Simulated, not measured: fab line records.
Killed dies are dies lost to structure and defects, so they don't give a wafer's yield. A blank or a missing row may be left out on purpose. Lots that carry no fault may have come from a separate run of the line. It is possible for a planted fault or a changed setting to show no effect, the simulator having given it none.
The tool behind it: which one? || flow nand_harc || Sampling: 6 lots, 18 wafers, 5 of 1302 route steps

== WHAT EACH GAUGE READ, for each wafer ==
NHARC_END_SORT_01.
{"lot": "L694", "measured": "day 25 07:42", "on": "prober-01", "killed_at_other": "0 2 3"}
{"lot": "L696", "measured": "day 26 17:14", "on": "prober-01", "killed_at_other": "0 2 1"}
{"lot": "L698", "measured": "day 27 19:38", "on": "prober-02", "killed_at_other": "0 0 0"}
{"lot": "L702", "measured": "day 28 20:31", "on": "prober-02", "killed_at_other": "2 0 0"}
{"lot": "L708", "measured": "day 32 20:58", "on": "prober-02", "killed_at_other": "630 628 3"}

== WHICH TOOL RAN EACH LOT (tool, then ch and the chambers of the sampled wafers, then the start) ==
{"lot": "L694", "NHARC_THIN_TSV_STRIP_62": "plasma_asher-01 ch 0,1, day 24 17:05", "NHARC_THIN_TSV_DEGAS_49": "pvd_sputter-01, day 24 17:16", "NHARC_THIN_TSV_PRE_CLEAN_54": "pvd_sputter-03, day 24 19:21", "NHARC_THIN_TSV_ETCH_59": "rie_metal-03 ch 0,1, day 24 20:36"}
{"lot": "L696", "NHARC_THIN_TSV_STRIP_62": "plasma_asher-02 ch 0,1, day 26 04:01", "NHARC_THIN_TSV_DEGAS_49": "pvd_sputter-02, day 26 04:11", "NHARC_THIN_TSV_PRE_CLEAN_54": "pvd_sputter-03, day 26 06:16", "NHARC_THIN_TSV_ETCH_59": "rie_metal-01 ch 0,1, day 26 07:38"}
{"lot": "L698", "NHARC_THIN_TSV_STRIP_62": "plasma_asher-02 ch 0,1, day 27 02:21", "NHARC_THIN_TSV_DEGAS_49": "pvd_sputter-03, day 27 02:29", "NHARC_THIN_TSV_PRE_CLEAN_54": "pvd_sputter-03, day 27 04:34", "NHARC_THIN_TSV_ETCH_59": "rie_metal-03 ch 0,1, day 27 05:56"}
{"lot": "L702", "NHARC_THIN_TSV_STRIP_62": "plasma_asher-02 ch 0,1, day 28 06:25", "NHARC_THIN_TSV_DEGAS_49": "pvd_sputter-02, day 28 06:35", "NHARC_THIN_TSV_PRE_CLEAN_54": "pvd_sputter-03, day 28 08:41", "NHARC_THIN_TSV_ETCH_59": "rie_metal-03 ch 0,1, day 28 10:01"}
{"lot": "L708", "NHARC_THIN_TSV_STRIP_62": "plasma_asher-02 ch 0,1, day 32 06:34", "NHARC_THIN_TSV_DEGAS_49": "pvd_sputter-02, day 32 06:45", "NHARC_THIN_TSV_PRE_CLEAN_54": "pvd_sputter-02, day 32 09:02", "NHARC_THIN_TSV_ETCH_59": "rie_metal-02 ch 0,1, day 32 10:30"}
{"lot": "L712", "NHARC_THIN_TSV_STRIP_62": "plasma_asher-02 ch 0,1, day 32 22:20", "NHARC_THIN_TSV_DEGAS_49": "pvd_sputter-03, day 32 22:27", "NHARC_THIN_TSV_PRE_CLEAN_54": "pvd_sputter-02, day 33 00:31", "NHARC_THIN_TSV_ETCH_59": "rie_metal-01 ch 0,1, day 33 01:56"}
- NHARC_THIN_TSV_STRIP_62: strips in N2/H2, time 20 s.
- NHARC_THIN_TSV_DEGAS_49: time 120 s.
- NHARC_THIN_TSV_PRE_CLEAN_54: time 30 s.
- NHARC_THIN_TSV_ETCH_59: etches the open film in Cl2/BCl3, target depth 880 nm, time 138.1 s.

== THE ANSWER, worked out from the rows above alone ==
Rule: the lots themselves supply what counts as usual. The widest of any qualifying gaps counts: lots, ordered by their means at a reading, are off when they make up no more than a third of the lots, leave a main group of 4 or more, and stand apart from it by 3 or more times the standard deviation of that group's means. Not used: any main group whose means are identical at the precision the tables above print for the reading. A lot without any number at a reading at which 4 lots or more have one is off too. Where the step has rows for the other lots, those lots are counted as sound.
Off at NHARC_END_SORT_01 (killed_at_other): L708. The main group: mean 0.8, standard deviation 0.6. Neither off nor sound, because the step has no rows for them: L712.
If a tool, at a process step before that reading, ran all the lots that are off and no sound lot after the first of them, it fits. Those tools and the gauges at NHARC_END_SORT_01 are tried in the same way. Can't be told from this: 4 tools fit, plasma_asher-02 at NHARC_THIN_TSV_STRIP_62, pvd_sputter-02 at NHARC_THIN_TSV_DEGAS_49 and NHARC_THIN_TSV_PRE_CLEAN_54, rie_metal-02 at NHARC_THIN_TSV_ETCH_59, prober-02 at NHARC_END_SORT_01.

== WHAT THE SIMULATOR HAD INSERTED ==
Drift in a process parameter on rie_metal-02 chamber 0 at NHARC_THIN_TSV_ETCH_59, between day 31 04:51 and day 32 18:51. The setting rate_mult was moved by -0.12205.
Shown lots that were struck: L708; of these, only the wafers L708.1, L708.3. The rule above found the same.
